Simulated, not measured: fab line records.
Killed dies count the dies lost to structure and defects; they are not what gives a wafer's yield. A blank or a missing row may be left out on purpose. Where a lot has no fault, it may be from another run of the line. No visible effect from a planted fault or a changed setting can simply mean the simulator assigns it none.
Which tool was responsible? / flow nandHarc / Sampling: 12 lots, 36 wafers, 2 of 1159 route steps

== WHAT THE GAUGES READ, wafer by wafer ==
NHARC_A_WL_FILL_INSPECT_15.
lot=L075; measured=day 16 15:35; on=defectInspect-01; rawDefectCount=249 511 219
lot=L078; measured=day 16 11:40; on=defectInspect-02; rawDefectCount=418 308 383
lot=L079; measured=day 17 14:15; on=defectInspect-01; rawDefectCount=483 385 331
lot=L081; measured=day 17 19:05; on=defectInspect-02; rawDefectCount=488 412 382
lot=L084; measured=day 18 16:23; on=defectInspect-01; rawDefectCount=446 336 377
lot=L086; measured=day 19 22:11; on=defectInspect-01; rawDefectCount=545 481 333
lot=L087; measured=day 20 01:50; on=defectInspect-01; rawDefectCount=284 386 403
lot=L091; measured=day 20 21:03; on=defectInspect-01; rawDefectCount=392 398 622
lot=L090; measured=day 20 11:48; on=defectInspect-01; rawDefectCount=699 463 526
lot=L093; measured=day 20 13:57; on=defectInspect-01; rawDefectCount=420 266 253
lot=L094; measured=day 21 07:31; on=defectInspect-01; rawDefectCount=310 386 411
lot=L097; measured=day 21 14:14; on=defectInspect-02; rawDefectCount=306 266 289

== EACH LOT AND THE TOOL THAT RAN IT (in order: tool; ch and the chambers of the sampled wafers; start) ==
lot=L075; NHARC_A_STAIRCASE_ETCHBACK_416=rieDiel-05 ch 1,2, day 16 15:35 or earlier
lot=L078; NHARC_A_STAIRCASE_ETCHBACK_416=rieDiel-05 ch 1,2,3, day 16 11:40 or earlier
lot=L079; NHARC_A_STAIRCASE_ETCHBACK_416=rieDiel-05 ch 1,2, day 17 14:15 or earlier
lot=L081; NHARC_A_STAIRCASE_ETCHBACK_416=rieDiel-05 ch 0,1,3, day 17 19:05 or earlier
lot=L084; NHARC_A_STAIRCASE_ETCHBACK_416=rieDiel-11 ch 2,3, day 14 10:47
lot=L086; NHARC_A_STAIRCASE_ETCHBACK_416=rieDiel-11 ch 1,2,3, day 19 22:11 or earlier
lot=L087; NHARC_A_STAIRCASE_ETCHBACK_416=rieDiel-11 ch 0,1, day 20 01:50 or earlier
lot=L091; NHARC_A_STAIRCASE_ETCHBACK_416=rieDiel-04 ch 2,3, day 20 21:03 or earlier
lot=L090; NHARC_A_STAIRCASE_ETCHBACK_416=rieDiel-11 ch 0,3, day 20 11:48 or earlier
lot=L093; NHARC_A_STAIRCASE_ETCHBACK_416=rieDiel-11 ch 0,1,3, day 20 13:57 or earlier
lot=L094; NHARC_A_STAIRCASE_ETCHBACK_416=rieDiel-05 ch 0,2,3, day 21 07:31 or earlier
lot=L097; NHARC_A_STAIRCASE_ETCHBACK_416=rieDiel-04 ch 0,1,3, day 21 14:14 or earlier
- NHARC_A_STAIRCASE_ETCHBACK_416: etches the open film in C4F8/O2/Ar, target depth 36 nm, time 7.2 s.

== THE ANSWER, worked out from the rows above alone ==
Rule: the usual values come from the lots themselves. Put in order of their means at a reading, lots are off if they are a third of the lots or fewer, leave a main group of 4 or more, and stand apart from it by a gap of 3 or more times the standard deviation of the main group's means; of several such gaps the widest counts. A main group is skipped when, at the precision printed for the reading in the tables above, its means are all equal. A lot without any number at a reading at which 4 lots or more have one is off too. Where the step has rows for the other lots, those lots are counted as sound.
Across all readings shown, no lot is off: no conclusion can be drawn from this.

== WHAT THE SIMULATOR HAD PUT IN ==
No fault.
